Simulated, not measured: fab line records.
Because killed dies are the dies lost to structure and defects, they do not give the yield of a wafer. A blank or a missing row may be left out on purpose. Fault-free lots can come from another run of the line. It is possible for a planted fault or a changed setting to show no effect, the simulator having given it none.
fab line records | flow n5Finfet
record: lots: 11 | wafers: 29 | lastDay: 18
route steps=1938 shown BEOL_M14@1731 PASSIVATION@1936
lots with no fault: from the same line, run without faults
startH: start of the lot's first displayed wafer, in hours after the record's first day | waitH: how many hours have passed since the lot's step before this one | " same as the row above | L1.1+2: a row that stands for several wafers | - value missing, or start not given | * or withheld: withheld | < > ~ a bound
route shown NAME@n: names a module that has steps shown in the file, with the first one's number in the route | usual: mean/standard deviation taken from wafers without a fault | same: alike in all rows | chamber/n: place in a boat | sites: readings site by site | _std_site: standard deviation across them | _edge_site: the outer-site mean with the inner-site mean subtracted | radiusMm: for every site, how far away it sits from the centre of the wafer | mask NAME#n: copy n | behind: the last tool/chamber to shape the wafer | hold: reason for holding the lot/hours on hold/outcome of the hold | device: which transistor (n, p or np) failed to switch | end of line: the route-end tests of the same wafers | a step without rows: its recipe alone | killed: the dies lost at the first sort to structure and to defects; this is not the yield of the wafer | map: the dies of a wafer, with x for killed, . for not killed, _ for no die there
set.NAME: the setting the step ran with; set.NAME@STEP: the setting that earlier step ran with | model.NAME: the simulator's own value behind a step, which no gauge read
the route's steps for a sample of lots (tables are steps, rows are wafers)
services: when a tool's chamber went out of use (startH, in hours from the record's first day, below 0 if earlier), for how many hours, and the reason
== steps ==
step: N5_BEOL_M14_VIA_ETCH_16
recipe: chemistry: C4F8/O2/Ar | target: SiO2 | heInnerTorr: 15 | heOuterTorr: 30 | targetDepthA: 12313 | timeS: withheld | ionEnergyEv: 800 | pressureMtorr: 20 | sourceW: 1905 | biasW: 2040 | Ar_flow_sccm: 400 | C4F8_flow_sccm: 16 | O2_flow_sccm: 12 | ends: cleared
usual: C4F8_flow_sccm: 16.01/0.048 | O2_flow_sccm: 12.00/0.033 | drypumpMotorCurrentA: 5.7/0.45 | oes_ar_750_au: 0.79/0.067 | oesProductAu: 0.71/0.064 | rfFwdPowerW: 1901/6.4 | rfVppV: 2226/27 | showerheadPlenumPTorr: 3.45/0.084 | throttleValvePct: 31.02/0.13
lot.wafer | tool       | chamber | startH | waitH | C4F8_flow_sccm | O2_flow_sccm | drypumpMotorCurrentA | oes_ar_750_au | oesProductAu | rfFwdPowerW | rfVppV | showerheadPlenumPTorr | throttleValvePct
L352.2    | rieDiel-02 | 3       | 237.05 | 0.0   | 16.09          | 11.96        | 5.4                  | 0.73          | 0.65         | 1903        | 2181   | 3.41                  | 31.03
L352.3    | "          | 0       | "      | "     | 16.00          | 11.94        | 5.9                  | 0.83          | 0.75         | 1891        | 2247   | 3.51                  | 31.05
L352.6    | "          | 1       | "      | "     | 15.99          | 11.98        | 6.3                  | 0.71          | 0.62         | 1901        | 2191   | 3.39                  | 31.09
L354.2    | rieDiel-05 | 0       | 251.24 | 0.0   | 15.93          | 11.99        | 5.9                  | 0.78          | 0.70         | 1906        | 2262   | 3.44                  | 31.20
L354.5    | "          | 2       | "      | "     | 15.93          | 12.01        | 5.3                  | 0.81          | 0.75         | 1900        | 2242   | 3.48                  | 30.90
L355.2    | rieDiel-01 | 2       | 268.12 | 0.0   | 16.03          | 11.99        | 5.2                  | 0.74          | 0.67         | 1900        | 2223   | 3.30                  | 31.33
L355.4    | "          | 3       | "      | "     | 15.89          | 11.97        | 6.1                  | 0.82          | 0.75         | 1893        | 2241   | 3.50                  | 30.95
L355.5    | "          | 1       | "      | "     | 15.97          | 11.94        | 5.3                  | 0.95          | 0.87         | 1901        | 2200   | 3.53                  | 30.91
L357.2    | rieDiel-01 | 3       | 276.08 | 0.0   | 16.01          | 12.07        | 6.1                  | 0.81          | 0.75         | 1903        | 2240   | 3.50                  | 30.93
L357.3    | "          | 2       | "      | "     | 16.02          | 11.99        | 5.3                  | 0.74          | 0.67         | 1901        | 2224   | 3.30                  | 31.33
L357.4    | "          | 0       | "      | "     | 15.99          | 12.08        | 5.1                  | 0.73          | 0.66         | 1913        | 2266   | 3.43                  | 30.94
L356.2    | rieDiel-01 | 0       | 276.42 | 0.0   | 16.08          | 12.01        | 5.1                  | 0.73          | 0.66         | 1897        | 2266   | 3.43                  | 30.93
L356.6    | "          | 3       | "      | "     | 15.96          | 11.99        | 6.1                  | 0.82          | 0.75         | 1899        | 2241   | 3.50                  | 30.94
L358.1    | rieDiel-01 | 3       | 290.88 | 0.0   | 16.05          | 11.99        | 6.1                  | 0.81          | 0.75         | 1899        | 2241   | 3.50                  | 30.92
L358.2    | "          | 0       | "      | "     | 15.99          | 12.02        | 5.2                  | 0.73          | 0.65         | 1904        | 2265   | 3.43                  | 30.93
L361.1    | rieDiel-02 | 0       | 295.57 | 0.0   | 16.01          | 12.02        | 5.9                  | 0.80          | 0.73         | 1912        | 2245   | 3.50                  | 31.09
L361.2    | "          | 1       | "      | "     | 15.89          | 11.99        | 6.3                  | 0.93          | 0.84         | 1898        | 2190   | 3.38                  | 30.94
L361.5    | "          | 2       | "      | "     | 15.98          | 12.01        | 6.3                  | 0.81          | 0.74         | 1899        | 2223   | 3.63                  | 31.02
L362.1    | rieDiel-02 | 1       | 307.68 | 0.0   | 16.01          | 11.97        | 6.3                  | 0.92          | 0.82         | 1891        | 2188   | 3.38                  | 30.93
L362.3    | "          | 3       | "      | "     | 16.03          | 12.00        | 5.4                  | 0.71          | 0.64         | 1895        | 2179   | 3.39                  | 31.07
L362.5    | "          | 1       | "      | "     | 16.01          | 12.05        | 6.3                  | 0.91          | 0.83         | 1890        | 2190   | 3.38                  | 30.94
L365.1    | rieDiel-01 | 0       | 339.51 | 0.0   | 16.02          | 12.04        | 5.1                  | 0.72          | 0.64         | 1908        | 2264   | 3.42                  | 30.96
L365.5    | "          | 0       | "      | "     | 16.02          | 12.01        | 5.1                  | 0.72          | 0.65         | 1904        | 2265   | 3.42                  | 30.95
L365.6    | "          | 1       | "      | "     | 15.97          | 11.98        | 5.3                  | 0.89          | 0.83         | 1896        | 2198   | 3.51                  | 30.94
L370.3    | rieDiel-02 | 3       | 354.98 | 0.0   | 15.91          | 12.02        | 5.4                  | 0.70          | 0.62         | 1903        | 2179   | 3.38                  | 31.08
L370.5    | "          | 3       | "      | "     | 16.06          | 12.01        | 5.4                  | 0.70          | 0.63         | 1899        | 2179   | 3.38                  | 31.10
L370.6    | "          | 0       | "      | "     | 15.99          | 11.99        | 5.9                  | 0.78          | 0.71         | 1902        | 2246   | 3.49                  | 31.07
L375.4    | rieDiel-02 | 2       | 398.49 | 0.0   | 15.98          | 11.97        | 6.3                  | 0.78          | 0.70         | 1904        | 2224   | 3.61                  | 31.07
L375.6    | "          | 2       | "      | "     | 16.05          | 12.04        | 6.3                  | 0.78          | 0.69         | 1899        | 2222   | 3.61                  | 31.04
step: N5_BEOL_M14_CD_MEAS_17
recipe: targetCdNm: 250 | polarity: opening
usual: cdNm: 251.0/2.1
lot.wafer | tool     | chamber | startH | waitH | cdNm
L352.2    | cdSem-03 | -       | 237.40 | 0.0   | 251.6
L352.3    | "        | -       | "      | "     | 251.8
L352.6    | "        | -       | "      | "     | 252.4
L354.2    | cdSem-01 | -       | 251.59 | 0.0   | 250.8
L354.5    | "        | -       | "      | "     | 247.7
L355.2    | cdSem-02 | -       | 268.47 | 0.0   | 250.9
L355.4    | "        | -       | "      | "     | 251.6
L355.5    | "        | -       | "      | "     | 249.6
L357.2    | cdSem-02 | -       | 276.43 | 0.0   | 250.3
L357.3    | "        | -       | "      | "     | 249.5
L357.4    | "        | -       | "      | "     | 249.5
L356.2    | cdSem-01 | -       | 276.78 | 0.0   | 247.9
L356.6    | "        | -       | "      | "     | 248.7
L358.1    | cdSem-01 | -       | 291.23 | 0.0   | 251.3
L358.2    | "        | -       | "      | "     | 251.4
L361.1    | cdSem-03 | -       | 295.92 | 0.0   | 253.9
L361.2    | "        | -       | "      | "     | 251.4
L361.5    | "        | -       | "      | "     | 250.1
L362.1    | cdSem-02 | -       | 308.03 | 0.0   | 254.9
L362.3    | "        | -       | "      | "     | 251.9
L362.5    | "        | -       | "      | "     | 252.8
L365.1    | cdSem-03 | -       | 339.86 | 0.0   | 248.0
L365.5    | "        | -       | "      | "     | 249.0
L365.6    | "        | -       | "      | "     | 255.0
L370.3    | cdSem-03 | -       | 355.33 | 0.0   | 249.4
L370.5    | "        | -       | "      | "     | 251.4
L370.6    | "        | -       | "      | "     | 249.3
L375.4    | cdSem-03 | -       | 398.84 | 0.0   | 250.3
L375.6    | "        | -       | "      | "     | 249.1
step: N5_BEOL_M14_DEGAS_41
recipe: ambient: vacuum | tempC: 300 | timeS: 60
usual: heaterPowerW: 447/42
lot.wafer | tool          | chamber | startH | waitH | heaterPowerW
L352.2    | pvdSputter-03 | -       | 240.09 | 0.6   | 429
L352.3    | "             | -       | "      | "     | 430
L352.6    | "             | -       | "      | "     | 474
L354.2    | pvdSputter-03 | -       | 257.05 | 0.3   | 460
L354.5    | "             | -       | "      | "     | 460
L355.2    | pvdSputter-03 | -       | 274.52 | 0.4   | 425
L355.4    | "             | -       | "      | "     | 465
L355.5    | "             | -       | "      | "     | 420
L356.2    | pvdSputter-03 | -       | 279.51 | 0.4   | 423
L356.6    | "             | -       | "      | "     | 463
L357.2    | pvdSputter-02 | -       | 279.64 | 0.5   | 446
L357.3    | "             | -       | "      | "     | 476
L357.4    | "             | -       | "      | "     | 558
L358.1    | pvdSputter-01 | -       | 293.56 | 0.0   | 405
L358.2    | "             | -       | "      | "     | 483
L361.1    | pvdSputter-02 | -       | 301.79 | 0.2   | 447
L361.2    | "             | -       | "      | "     | 564
L361.5    | "             | -       | "      | "     | 435
L362.1    | pvdSputter-02 | -       | 311.31 | 0.0   | 458
L362.3    | "             | -       | "      | "     | 557
L362.5    | "             | -       | "      | "     | 566
L365.1    | pvdSputter-03 | -       | 342.72 | 0.0   | 423
L365.5    | "             | -       | "      | "     | 451
L365.6    | "             | -       | "      | "     | 409
L370.3    | pvdSputter-03 | -       | 359.11 | 0.3   | 423
L370.5    | "             | -       | "      | "     | 415
L370.6    | "             | -       | "      | "     | 421
L375.4    | pvdSputter-02 | -       | 400.61 | 0.4   | 397
L375.6    | "             | -       | "      | "     | 400
step: N5_BEOL_M14_SPUTTER_43
recipe: material: TaN | targetThkA: 150 | tempC: 50 | biasV: 168.6 | powerW: 15000 | chamberPressurePa: 0.12 | timeS: 24.19
usual: biasV: 168.7/1.6 | substrateTempC: 50.01/0.12 | throttleValvePct: 30.0/0.94
lot.wafer | tool          | chamber | startH | waitH | biasV | substrateTempC | throttleValvePct
L352.2    | pvdSputter-03 | -       | 240.17 | 0.0   | 171.9 | 50.19          | 30.0
L352.3    | "             | -       | "      | "     | 167.7 | 49.94          | 29.3
L352.6    | "             | -       | "      | "     | 167.6 | 49.82          | 29.7
L354.2    | pvdSputter-03 | -       | 257.13 | 0.0   | 167.1 | 50.02          | 29.5
L354.5    | "             | -       | "      | "     | 168.3 | 50.06          | 29.6
L355.2    | pvdSputter-03 | -       | 274.60 | 0.0   | 168.3 | 50.33          | 29.2
L355.4    | "             | -       | "      | "     | 169.2 | 49.93          | 29.8
L355.5    | "             | -       | "      | "     | 168.2 | 50.07          | 30.2
L356.2    | pvdSputter-03 | -       | 279.59 | 0.0   | 168.8 | 49.81          | 29.2
L356.6    | "             | -       | "      | "     | 170.5 | 50.29          | 29.8
L357.2    | pvdSputter-02 | -       | 279.72 | 0.0   | 170.6 | 49.99          | 31.1
L357.3    | "             | -       | "      | "     | 168.7 | 50.09          | 29.2
L357.4    | "             | -       | "      | "     | 167.9 | 50.03          | 30.4
L358.1    | pvdSputter-01 | -       | 293.64 | 0.0   | 167.8 | 49.88          | 31.1
L358.2    | "             | -       | "      | "     | 167.9 | 50.01          | 31.1
L361.1    | pvdSputter-02 | -       | 301.87 | 0.0   | 169.6 | 50.02          | 29.0
L361.2    | "             | -       | "      | "     | 168.2 | 50.03          | 30.7
L361.5    | "             | -       | "      | "     | 171.7 | 50.07          | 31.0
L362.1    | pvdSputter-02 | -       | 311.39 | 0.0   | 169.7 | 49.98          | 29.4
L362.3    | "             | -       | "      | "     | 168.3 | 50.16          | 30.5
L362.5    | "             | -       | "      | "     | 168.4 | 50.00          | 30.6
L365.1    | pvdSputter-03 | -       | 342.80 | 0.0   | 166.4 | 49.87          | 29.5
L365.5    | "             | -       | "      | "     | 169.0 | 50.32          | 29.7
L365.6    | "             | -       | "      | "     | 165.3 | 49.91          | 29.4
L370.3    | pvdSputter-03 | -       | 359.19 | 0.0   | 166.5 | 49.91          | 30.2
L370.5    | "             | -       | "      | "     | 167.2 | 49.91          | 29.1
L370.6    | "             | -       | "      | "     | 168.7 | 49.91          | 28.4
L375.4    | pvdSputter-02 | -       | 400.69 | 0.0   | 167.6 | 49.92          | 31.0
L375.6    | "             | -       | "      | "     | 169.5 | 50.07          | 30.8
step: N5_BEOL_M14_CMP_49
recipe: stopOn: SiO2 | tOverpolishS: 5.2 | downForcePsi: 2 | platenRpm: 80 | clearingPlatenDownForcePsi: 2 | clearingPlatenRpm: 80 | postCmpClean: cuAlkaline | targetThkNm: 560 | clearingPlatenPadVelocityMS: 1.5917 | padVelocityMS: 1.5917
usual: barrierFieldEndpointS: 11.45/0.23 | clearingPlatenRpm: 80.00/0.039 | motorCurrentA: 7.9/0.59 | padLifeWafers: 1105/740
lot.wafer | tool   | chamber | startH | waitH | barrierFieldEndpointS | clearingPlatenRpm | motorCurrentA | padLifeWafers
L352.2    | cmp-01 | 1       | 240.97 | 0.2   | 11.93                 | 80.04             | 7.6           | 1693
L352.3    | "      | 2       | "      | "     | 11.23                 | 80.00             | 7.9           | 1694
L352.6    | "      | 0       | "      | "     | 11.25                 | 80.04             | 6.8           | -
L354.2    | cmp-01 | 2       | 257.89 | 0.2   | 11.67                 | 80.05             | 8.1           | 1830
L354.5    | "      | 2       | "      | "     | 11.59                 | 79.96             | 7.4           | -
L355.4    | cmp-01 | 1       | 275.92 | 0.1   | 11.48                 | 80.00             | 7.3           | 2022
L355.2    | "      | 2       | "      | "     | 11.47                 | 80.03             | 8.0           | 2023
L355.5    | "      | 1       | "      | "     | 11.77                 | 79.97             | 7.3           | -
L356.2    | cmp-04 | 2       | 280.48 | 0.3   | 11.74                 | 79.99             | 8.2           | 855
L356.6    | "      | 0       | "      | "     | 11.05                 | 79.98             | 8.0           | -
L357.2    | cmp-02 | 0       | 280.50 | 0.2   | 11.55                 | 79.98             | 8.1           | 1890
L357.4    | "      | 2       | "      | "     | 11.56                 | 80.01             | 7.7           | 1892
L357.3    | "      | 3       | "      | "     | 11.34                 | 79.98             | 7.1           | 1893
L358.2    | cmp-01 | 1       | 294.40 | 0.2   | 11.81                 | 80.05             | 7.6           | 12
L358.1    | "      | 0       | "      | "     | 11.43                 | 80.05             | 7.0           | 15
L361.1    | cmp-04 | 1       | 303.10 | 0.3   | 11.34                 | 80.02             | 8.4           | 1032
L361.2    | "      | 2       | "      | "     | 11.71                 | 80.05             | 8.4           | 1033
L361.5    | "      | 1       | "      | "     | 11.20                 | 79.98             | 8.5           | -
L362.3    | cmp-01 | 3       | 312.39 | 0.3   | 11.48                 | 79.97             | 8.0           | 152
L362.1    | "      | 0       | "      | "     | 11.35                 | 79.99             | 6.9           | 153
L362.5    | "      | 1       | "      | "     | 11.83                 | 79.99             | 7.3           | -
L365.1    | cmp-04 | 3       | 343.60 | 0.3   | 14.27                 | 80.06             | 8.1           | 1333
L365.5    | "      | 2       | "      | "     | 14.26                 | 80.02             | 8.4           | -
L365.6    | "      | 3       | "      | "     | 11.78                 | 80.03             | 7.9           | -
L370.3    | cmp-01 | 2       | 359.99 | 0.2   | 13.63                 | 79.94             | 7.2           | 583
L370.5    | "      | 1       | "      | "     | 13.67                 | 80.09             | 7.8           | -
L370.6    | "      | 2       | "      | "     | 11.19                 | 79.96             | 7.4           | -
L375.4    | cmp-04 | 2       | 401.49 | 0.2   | 11.64                 | 79.98             | 8.1           | 1843
L375.6    | "      | 1       | "      | "     | 11.22                 | 79.97             | 8.7           | -
step: N5_PASSIVATION_PROBE_49
usual: defectLimitedYield: 91.5/1.5 | killed_at_M0_to_M3: 30/11 | killed_at_M4_up: 13/4.9 | killedAtContacts: 14/6.5 | killedAtFrontEnd: 40/11 | killedAtOther: 3.3/2.7 | killedDies: 100/18 | killedOpen: 67/14 | killedShort: 32/7.8 | sort_bin_5_function: 5.0/0.97 | sort_bin_6_memory: 3.2/0.75 | sortNPass: 1080/18 | sortYieldPct: 91.5/1.5
same: grossDies: 1180 | killedAtBackSide: 0 | sort_bin_4_leakage[%]: 0 | sort_bin_8_speed[%]: 0
lot.wafer | tool      | chamber | startH | waitH | defectLimitedYield[%] | killed_at_M0_to_M3 | killed_at_M4_up | killedAtContacts | killedAtFrontEnd | killedAtOther | killedDies | killedOpen | killedShort | sort_bin_5_function[%] | sort_bin_6_memory[%] | sortNPass | sortYieldPct[%]
L352.2    | prober-01 | -       | 262.72 | 0.1   | 93.6                  | 27                 | 10              | 11               | 25               | 2             | 75         | 44         | 30          | 4.0                    | 2.3                  | 1105      | 93.6
L352.3    | prober-01 | -       | 262.77 | 0.1   | 94.4                  | 22                 | 5               | 10               | 22               | 7             | 66         | 41         | 25          | 3.9                    | 1.7                  | 1114      | 94.4
L352.6    | prober-01 | -       | 262.92 | 0.3   | 92.7                  | 29                 | 12              | 7                | 32               | 6             | 86         | 53         | 31          | 4.0                    | 2.9                  | 1094      | 92.7
L357.2    | prober-02 | -       | 306.56 | 0.1   | 91.2                  | 18                 | 9               | 25               | 45               | 7             | 104        | 80         | 24          | 4.8                    | 3.7                  | 1076      | 91.2
L357.3    | prober-02 | -       | 306.61 | 0.1   | 91.9                  | 35                 | 11              | 21               | 29               | 0             | 96         | 68         | 27          | 4.7                    | 3.3                  | 1084      | 91.9
L357.4    | prober-02 | -       | 306.66 | 0.2   | 92.3                  | 19                 | 12              | 26               | 31               | 3             | 91         | 54         | 37          | 4.2                    | 3.1                  | 1089      | 92.3
L358.1    | prober-02 | -       | 316.19 | 0.0   | 91.9                  | 36                 | 15              | 11               | 33               | 1             | 96         | 55         | 37          | 4.2                    | 3.3                  | 1084      | 91.9
L358.2    | prober-02 | -       | 316.24 | 0.1   | 90.1                  | 36                 | 8               | 14               | 58               | 1             | 117        | 81         | 36          | 5.9                    | 3.7                  | 1063      | 90.1
L361.1    | prober-01 | -       | 327.01 | 0.0   | 92.0                  | 28                 | 13              | 8                | 40               | 5             | 94         | 62         | 31          | 4.7                    | 3.2                  | 1086      | 92.0
L361.2    | prober-01 | -       | 327.06 | 0.1   | 92.9                  | 33                 | 17              | 6                | 25               | 3             | 84         | 53         | 31          | 4.2                    | 2.7                  | 1096      | 92.9
L361.5    | prober-01 | -       | 327.21 | 0.2   | 90.0                  | 46                 | 15              | 14               | 42               | 1             | 118        | 89         | 29          | 6.0                    | 3.7                  | 1062      | 90.0
L365.6    | prober-01 | -       | 371.24 | 0.3   | 91.3                  | 33                 | 14              | 11               | 40               | 5             | 103        | 75         | 28          | 5.1                    | 3.5                  | 1077      | 91.3
L370.3    | prober-01 | -       | 379.55 | 0.1   | 92.8                  | 23                 | 6               | 9                | 40               | 7             | 85         | 42         | 41          | 4.7                    | 1.9                  | 1095      | 92.8
L370.5    | prober-01 | -       | 379.65 | 0.2   | 92.2                  | 14                 | 15              | 11               | 51               | 1             | 92         | 53         | 25          | 4.2                    | 2.3                  | 1088      | 92.2
L370.6    | prober-01 | -       | 379.70 | 0.3   | 94.4                  | 11                 | 12              | 11               | 30               | 2             | 66         | 39         | 27          | 3.1                    | 2.2                  | 1114      | 94.4
killed by level:class
L352.2 BEOL_M2:geometricParticle:open=7 MOL_CONTACT_COAG:geometricParticle:open=6 BEOL_M0_SAQP:geometricParticle:open=6 STI_FIN_REVEAL:geometricParticle:open=5 MOL_CONTACT_COAG:geometricParticle:short=5 BEOL_M0_SAQP:geometricParticle:short=5 FIN_SAQP:geometricParticle:short=4 STI_FIN_REVEAL:geometricParticle:short=3
L352.3 MOL_CONTACT_COAG:geometricParticle:open=8 BEOL_M1:geometricParticle:short=6 STI_FIN_REVEAL:geometricParticle:open=5 ILD0:geometricParticle:open=4 BEOL_M0_SAQP:geometricParticle:short=3 BEOL_M2:geometricParticle:open=3 BEOL_M3:geometricParticle:open=3 BEOL_M5:geometricParticle:open=3
L352.6 GATE_CUT:geometricParticle:short=8 MOL_CONTACT_COAG:geometricParticle:open=6 BEOL_M2:geometricParticle:open=6 BEOL_M3:geometricParticle:open=6 BEOL_M1:geometricParticle:open=5 FIN_SAQP:geometricParticle:short=4 DUMMY_GATE:geometricParticle:open=4 BEOL_M0_SAQP:geometricParticle:open=4
L357.2 MOL_CONTACT_COAG:geometricParticle:open=23 STI_FIN_REVEAL:geometricParticle:open=14 GATE_CUT:geometricParticle:short=8 FIN_SAQP:geometricParticle:open=7 DUMMY_GATE:geometricParticle:open=7 BEOL_M3:geometricParticle:open=5 BEOL_M1:geometricParticle:open=4 BEOL_M2:geometricParticle:open=4
L357.3 MOL_CONTACT_COAG:geometricParticle:open=18 BEOL_M3:geometricParticle:open=10 FIN_SAQP:geometricParticle:open=9 BEOL_M0_SAQP:geometricParticle:open=7 BEOL_M2:geometricParticle:open=5 DUMMY_GATE:geometricParticle:open=4 BEOL_M0_SAQP:geometricParticle:short=4 BEOL_M3:geometricParticle:short=4
L357.4 MOL_CONTACT_COAG:geometricParticle:open=21 DUMMY_GATE:geometricParticle:open=10 BEOL_M0_SAQP:geometricParticle:short=7 BEOL_M4:geometricParticle:short=6 BEOL_M3:geometricParticle:open=5 MOL_CONTACT_COAG:geometricParticle:short=5 FIN_SAQP:geometricParticle:open=4 FIN_SAQP:geometricParticle:short=2
L358.1 BEOL_M0_SAQP:geometricParticle:short=18 FIN_SAQP:geometricParticle:open=12 MOL_CONTACT_COAG:geometricParticle:open=8 BEOL_M0_SAQP:geometricParticle:open=8 BEOL_M4:geometricParticle:open=8 FIN_SAQP:geometricParticle:short=7 STI_FIN_REVEAL:geometricParticle:open=5 MOL_CONTACT_COAG:geometricParticle:short=3
L358.2 FIN_SAQP:geometricParticle:open=24 MOL_CONTACT_COAG:geometricParticle:open=14 FIN_SAQP:geometricParticle:short=13 BEOL_M0_SAQP:geometricParticle:short=8 BEOL_M3:geometricParticle:open=8 STI_FIN_REVEAL:geometricParticle:open=7 BEOL_M0_SAQP:geometricParticle:open=7 BEOL_M1:geometricParticle:open=7
L361.1 STI_FIN_REVEAL:geometricParticle:open=8 BEOL_M4:geometricParticle:open=7 MOL_CONTACT_COAG:geometricParticle:open=6 BEOL_M2:geometricParticle:open=6 FIN_SAQP:geometricParticle:open=5 BEOL_M0_SAQP:geometricParticle:open=5 BEOL_M1:geometricParticle:open=5 BEOL_M3:geometricParticle:open=5
L361.2 BEOL_M3:geometricParticle:open=8 BEOL_M2:geometricParticle:open=8 STI_FIN_REVEAL:geometricParticle:open=7 BEOL_M4:geometricParticle:open=6 BEOL_M1:geometricParticle:open=5 BEOL_M2:geometricParticle:short=5 FIN_SAQP:geometricParticle:open=4 DUMMY_GATE:geometricParticle:open=4
L361.5 FIN_SAQP:geometricParticle:open=14 MOL_CONTACT_COAG:geometricParticle:open=13 BEOL_M2:geometricParticle:open=13 BEOL_M1:geometricParticle:open=12 FIN_SAQP:geometricParticle:short=12 BEOL_M3:geometricParticle:open=10 STI_FIN_REVEAL:geometricParticle:open=5 DUMMY_GATE:geometricParticle:open=5
L365.6 MOL_CONTACT_COAG:geometricParticle:open=10 FIN_SAQP:geometricParticle:open=9 FIN_SAQP:geometricParticle:short=8 STI_FIN_REVEAL:geometricParticle:open=8 BEOL_M0_SAQP:geometricParticle:open=7 BEOL_M2:geometricParticle:open=6 BEOL_M3:geometricParticle:open=6 BEOL_M0_SAQP:geometricParticle:short=5
L370.3 FIN_SAQP:geometricParticle:short=9 MOL_CONTACT_COAG:geometricParticle:open=6 BEOL_M2:geometricParticle:open=6 FIN_SAQP:geometricParticle:open=5 STARTING-WAFER:geometricParticle:short=5 STI_FIN_REVEAL:geometricParticle:open=5 GATE_CUT:geometricParticle:short=5 BEOL_M0_SAQP:geometricParticle:open=5
L370.5 HKMG_FIN:areaEtch=14 FIN_SAQP:geometricParticle:short=10 DUMMY_GATE:geometricParticle:open=10 MOL_CONTACT_COAG:geometricParticle:open=9 BEOL_M5:geometricParticle:open=6 BEOL_M4:geometricParticle:open=5 FIN_SAQP:geometricParticle:open=4 BEOL_M1:geometricParticle:open=4
L370.6 FIN_SAQP:geometricParticle:short=13 MOL_CONTACT_COAG:geometricParticle:open=10 DUMMY_GATE:geometricParticle:open=7 BEOL_M4:geometricParticle:open=4 BEOL_M5:geometricParticle:open=4 DUMMY_GATE:geometricParticle:short=3 BEOL_M1:geometricParticle:short=3 FIN_SAQP:geometricParticle:open=2
== services ==
tool          | chamber | startH | hours | kind
rieDiel-02    | 1       | 215.45 | 4.4   | repair
cmp-01        | -       | 218.67 | 0.6   | repair
rieDiel-01    | -       | 223.56 | 0.1   | repair
cmp-02        | -       | 231.83 | 6.2   | pm
cmp-01        | -       | 234.27 | 4.8   | repair
cmp-02        | -       | 249.68 | 2.6   | repair
cmp-04        | -       | 266.60 | 13.3  | pm
rieDiel-02    | -       | 274.83 | 1.4   | repair
cmp-02        | -       | 282.05 | 0.3   | repair
cmp-04        | -       | 286.89 | 0.5   | repair
cmp-01        | -       | 287.82 | 4.0   | pm
pvdSputter-03 | -       | 291.12 | 9.5   | repair
cmp-01        | -       | 291.82 | -     | consumableReplace:conditioner
cmp-01        | -       | 291.82 | -     | consumableReplace:pad
cmp-04        | -       | 298.80 | 0.6   | repair
cmp-02        | -       | 313.03 | 4.0   | pm
cmp-02        | -       | 328.53 | 12.3  | repair
cmp-04        | -       | 332.24 | 4.0   | pm
rieDiel-05    | -       | 348.85 | 15.6  | pm
rieDiel-01    | 2       | 353.33 | 4.1   | repair
cmp-02        | -       | 365.89 | 0.5   | repair
cmp-01        | -       | 370.94 | 4.2   | repair
pvdSputter-01 | -       | 384.44 | 2.7   | repair
pvdSputter-02 | -       | 384.47 | 0.7   | repair
== key ==
firstSign: step: N5_BEOL_M14_CMP_49 | reading: barrierFieldEndpointS | direction: up | sigmas: 11 | usual: 11.45 | struck: 13.96
effect none on later readings
metAt N5_BEOL_M14_SPUTTER_43
struckLots L365,L370
struckWafers L365.1,L365.5,L370.3,L370.5
baselineLoss: step: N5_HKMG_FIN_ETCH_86 | wafers: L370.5
notActingAt N5_BEOL_M14_VIA_ETCH_16,N5_BEOL_M14_CD_MEAS_17,N5_BEOL_M14_DEGAS_41
onsetBetween 279.59 342.80
fault: kind: processParameterDrift | tool: pvdSputter-03 | chamber: - | onsetH: 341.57 | steps: N5_BEOL_M14_SPUTTER_43 | channel: timeS | offset: * | shape: step | endH: 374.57 | scope: struckWafersOnly | actsIn: * | stated: *
baselineLoss: these wafers lose ten dies or more at that step, a loss of the line's own and not of a fault; the sort's usual values leave them out
